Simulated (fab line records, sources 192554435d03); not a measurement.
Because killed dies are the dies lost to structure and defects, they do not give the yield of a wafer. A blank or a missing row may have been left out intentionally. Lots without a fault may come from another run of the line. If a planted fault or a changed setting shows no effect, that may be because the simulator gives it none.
Chamber matching -- flow n5Finfet -- N5_BEOL_M7_PECVD_70 on pecvd-03: 3 sister chambers
The step deposits SiO2 from TEOS/O2, target thk 20 nm, time 22.7 s. 3 wafers are shown with their chamber, then 10 later ones without.

WAFERS WITH THEIR CHAMBER
wafer,chamber,showerheadPlenumPTorr (Torr)
L092.4,0,8.86
L094.4,2,8.77
L094.5,1,8.74

WAFERS WHOSE CHAMBER IS MISSING
wafer,showerheadPlenumPTorr (Torr)
L094.6,8.87
L093.1,8.88
L093.4,8.87
L093.5,8.72
L095.1,8.86
L095.3,8.79
L095.6,8.75
L097.1,8.75
L097.2,8.88
L097.6,8.78

WHICH CHAMBER EACH ONE RAN IN
wafer,from the rows above,in truth
L094.6,0,0
L093.1,0,0
L093.4,0,0
L093.5,1,1
L095.1,0,0
L095.3,2,2
L095.6,can't be placed: 1 or 2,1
L097.1,can't be placed: 1 or 2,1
L097.2,0,0
L097.6,2,2
Correctly placed: 8 of 10. Not placeable from these rows: 2 (in 2, the candidates include the true chamber). 0 placed wrongly.
How it was worked out, from the rows above alone: a wafer's distance from a chamber is the root of the sum, over the readings, of the square of ((its reading less the chamber's mean) divided by the reading's scatter). If the next closest chamber is less than 2 further off than the closest, the wafer can't be placed; otherwise it belongs to the closest. Each chamber's mean is taken over the wafers shown for it. The scatter: root of mean squared gap, hidden wafer to nearest shown wafer, with one shown wafer a chamber.
